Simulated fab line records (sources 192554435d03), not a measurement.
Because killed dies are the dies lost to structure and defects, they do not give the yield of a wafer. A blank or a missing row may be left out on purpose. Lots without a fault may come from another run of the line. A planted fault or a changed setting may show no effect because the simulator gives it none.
A lot that was struck, set against a sound lot    flow n5 finfet    16 steps out of a route of 1938
Sound: wafers L251.1, L251.2, L251.5. Wafers L259.2, L259.6 were the ones struck. Last of all comes the cause.
Each step with rows lists, per side, the tool, then ch with its chambers, then its first start. Under that, the readings that differ: sound wafers    struck wafers    difference of the means    sigmas: that difference in standard deviations of wafers without a fault.
alike: readings whose means differ by less than 2 such deviations, and words and numbers that are the same on both sides. not compared: withheld readings, readings that some wafer has no value for, bounds like >300 that may hide the same value, and numbers for which the record gives no deviation and whose values overlap.
Wherever a step has rows on one side only, a row that says differs or no value, or a row with sigmas, the two part there. Non-overlapping numbers with no deviation appear without sigmas and do not part them. Lack of a reading on every wafer of one side parts them only where that side has two or more wafers.

first, 1 step without rows for these wafers: N5_BEOL_M1_DEVELOP_27 (develop time 30 s).
N5_BEOL_M1_CD_MEAS_28: target cd y 23.3 nm.
  sound on cd sem-03 ch 0, day 8 04:02; struck on cd sem-02 ch 0, day 10 02:01
  alike: cd nm
N5_BEOL_M1_OVL_MEAS_29:
  sound on overlay-01 ch 0, day 8 04:04; struck on overlay-01 ch 0, day 10 02:02
  alike: V0_OVL
N5_BEOL_M1_INSPECT_30: inspects for defects (brightfield).
  sound on defect inspect-02, day 8 04:07; struck on defect inspect-02, day 10 02:06
  alike: raw defect count
then, 1 step without rows for these wafers: N5_BEOL_M1_DESCUM_33 (chemistry O2, time 7 s).
N5_BEOL_M1_ETCH_77: etches underlayer in N2/H2, target depth 6.5 nm, time 5.2 s.
  sound on rie diel-03 ch 0,2, day 8 04:11; struck on rie diel-05 ch 2, day 10 02:10
  alike: drypump motor current A, etch rf on time s, oes product au, rf vpp V, showerhead plenum p Torr, throttle valve pct
  not compared: rf hours counter h
N5_BEOL_M1_ETCH_69: etches SiARC in CF4, target depth 15.6 nm, time 26 s.
  sound on rie diel-03 ch 0,2, day 8 04:13; struck on rie diel-05 ch 2, day 10 02:11
  alike: drypump motor current A, etch rf on time s, oes product au, rf vpp V, showerhead plenum p Torr, throttle valve pct
  not compared: rf hours counter h
N5_BEOL_M1_ALD_98: deposits SiO2, target thk 2.5 nm, pulse time 1 s, co reactant pulse time 1 s.
  sound on ald sin-02 ch 0,1,3, day 8 04:17; struck on ald sin-04 ch 2,3, day 10 02:26
  alike: heater power w, precursor pulse height rel
N5_BEOL_M1_ETCHBACK_99: etches SiO2 in CHF3, target depth 5 nm, time 10.4 s.
  sound on rie diel-04 ch 0,1,2, day 8 08:39; struck on rie diel-04 ch 0,2, day 10 03:58
  alike: drypump motor current A, oes_f_703_au, oes product au, rf vpp V, showerhead plenum p Torr, throttle valve pct
  not compared: rf hours counter h
N5_BEOL_M1_ETCH_70: etches SOC in N2/H2, target depth 80 nm, overetch 16 nm, time 120 s.
  sound on rie diel-04 ch 0,1,2, day 8 08:41; struck on rie diel-04 ch 0,2, day 10 04:00
  alike: drypump motor current A, oes product au, rf vpp V, run length s, showerhead plenum p Torr, throttle valve pct
  not compared: rf hours counter h
then, 2 steps without rows for these wafers: N5_BEOL_M1_STRIP_71 (strips in N2/H2); N5_BEOL_M1_STRIP_78 (strips in N2/H2).
N5_BEOL_M1_VIA_ETCH_34: etches the open film in C4F6/O2, target depth 67.8 nm, time 64.4 s.
  sound on rie diel-04 ch 0,1,2, day 8 08:47; struck on rie diel-04 ch 0,2, day 10 04:07
reading                                   sound           struck       difference  sigmas
run length s (s)                          87.9 87.5 87.3  81.0 80.5    -6.8        -15
model.etch.depth nm (nm)                  67.18 69 67.97  60.82 61.74  -6.77       
model.SOC_of_BEOL_M1_COAT_67.thk nm (nm)  51.8 51.8 52    53 53        +1          
  alike: drypump motor current A, oes_f_703_au, oes product au, rf vpp V, showerhead plenum p Torr, throttle valve pct
  not compared: rf hours counter h
then, 1 step without rows for these wafers: N5_BEOL_M1_STRIP_83 (strips in C4F6/O2).
N5_BEOL_M4_RC_MEAS_101:
  sound on prober-02 ch 0, day 10 00:59; struck on prober-02 ch 0, day 12 03:19
  alike: DIBL_N, DIBL_P, IOFF_N, IOFF_P, ION_N, ION_P, SS_N, SS_P, VT_N, VT_P
-- record jumps: 5 days separate the struck wafers' starts on either side; left off in module BEOL_M4, taken up again in module PASSIVATION, whose first shown step is the route's number 1936 --
N5_PASSIVATION_PROBE_49:
  sound on prober-01, day 14 14:05; struck on prober-02, day 16 16:20
  alike: defect limited yield, killed_at_M0_to_M3, killed_at_M4_up, killed at contacts, killed at front end, killed at other, killed dies, killed open, killed short, sort_bin_5_function, sort_bin_6_memory, sort n pass, sort yield pct

WHERE THEY PART
N5_BEOL_M1_VIA_ETCH_34 only, going by this record. Later steps at which nothing parts them and some readings are alike: N5_BEOL_M4_RC_MEAS_101, N5_PASSIVATION_PROBE_49.

WHY: what had been put in by the simulator
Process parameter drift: rie diel-04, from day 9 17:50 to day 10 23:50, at N5_BEOL_M1_VIA_ETCH_34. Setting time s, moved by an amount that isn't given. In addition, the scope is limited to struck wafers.
